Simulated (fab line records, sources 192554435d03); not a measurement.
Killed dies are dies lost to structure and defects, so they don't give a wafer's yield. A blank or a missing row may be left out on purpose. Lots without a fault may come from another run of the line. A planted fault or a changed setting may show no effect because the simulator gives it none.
Chamber matching | flow n5_finfet | N5_HKMG_FIN_ETCH_86 on rie_diel-02: 4 sister chambers
The step etches SOC in N2/H2, stops on TiN, target depth 393.2 nm. 20 wafers are shown with their chamber, then 10 later ones without.

WAFERS WITH THEIR CHAMBER
wafer  | chamber | drypump_motor_current_A (A) | showerhead_plenum_p_Torr (Torr) | throttle_valve_pct (%)
L074.1 | 3       | 6.8                         | 2.71                            | 17.92
L074.5 | 2       | 6.5                         | 2.46                            | 17.77
L074.6 | 3       | 6.8                         | 2.71                            | 17.93
L075.3 | 0       | 5.3                         | 2.72                            | 17.71
L075.4 | 3       | 6.8                         | 2.71                            | 17.92
L075.6 | 2       | 6.5                         | 2.46                            | 17.80
L078.1 | 0       | 5.3                         | 2.71                            | 17.75
L078.2 | 3       | 6.8                         | 2.71                            | 17.94
L078.4 | 2       | 6.4                         | 2.46                            | 17.80
L080.1 | 3       | 6.8                         | 2.71                            | 17.95
L080.5 | 3       | 6.8                         | 2.71                            | 17.95
L080.6 | 2       | 6.5                         | 2.45                            | 17.79
L082.4 | 3       | 6.8                         | 2.70                            | 17.96
L082.5 | 0       | 5.3                         | 2.71                            | 17.76
L082.6 | 3       | 6.8                         | 2.70                            | 17.96
L087.1 | 3       | 6.8                         | 2.70                            | 17.97
L087.2 | 1       | 5.6                         | 2.50                            | 17.54
L087.3 | 0       | 5.3                         | 2.70                            | 17.76
L088.3 | 1       | 5.6                         | 2.50                            | 17.56
L088.4 | 2       | 6.4                         | 2.45                            | 17.83

SIGNATURES (means of the wafers above)
reading                  | chamber 0 | chamber 1 | chamber 2 | chamber 3 | scatter within a chamber
drypump_motor_current_A  | 5.300     | 5.600     | 6.460     | 6.800     | 0.0274
showerhead_plenum_p_Torr | 2.7100    | 2.5000    | 2.4560    | 2.7067    | 0.0057
throttle_valve_pct       | 17.7450   | 17.5500   | 17.7980   | 17.9444   | 0.02
Rule: a wafer's distance from a chamber is the root of the sum, over the readings, of the square of ((its reading less the chamber's mean) divided by the reading's scatter). The wafer belongs to the nearest chamber; if the next one is less than 2 further off, it can't be placed. The scatter: the root of (the sum of the squares of (reading less its chamber's mean) over the shown wafers, divided by (wafers less chambers)).

WAFERS WITHOUT THEIR CHAMBER
wafer  | drypump_motor_current_A (A) | showerhead_plenum_p_Torr (Torr) | throttle_valve_pct (%)
L088.5 | 5.3                         | 2.70                            | 17.77
L094.1 | 6.8                         | 2.69                            | 18.01
L094.4 | 6.5                         | 2.44                            | 17.85
L094.6 | 5.3                         | 2.70                            | 17.79
L095.1 | 5.6                         | 2.50                            | 17.58
L095.4 | 6.8                         | 2.69                            | 18.02
L095.6 | 6.6                         | 2.44                            | 17.86
L097.3 | 5.6                         | 2.50                            | 17.58
L097.4 | 6.8                         | 2.69                            | 18.01
L097.6 | 6.8                         | 2.69                            | 18.02

WHICH CHAMBER EACH WENT THROUGH
wafer  | from the rows above | in truth
L088.5 | 0                   | 0
L094.1 | 3                   | 3
L094.4 | 2                   | 2
L094.6 | 0                   | 0
L095.1 | 1                   | 1
L095.4 | 3                   | 3
L095.6 | 2                   | 2
L097.3 | 1                   | 1
L097.4 | 3                   | 3
L097.6 | 3                   | 3
Placed correctly: 10 of 10. Can't be placed from these rows: 0. Placed wrongly: 0.
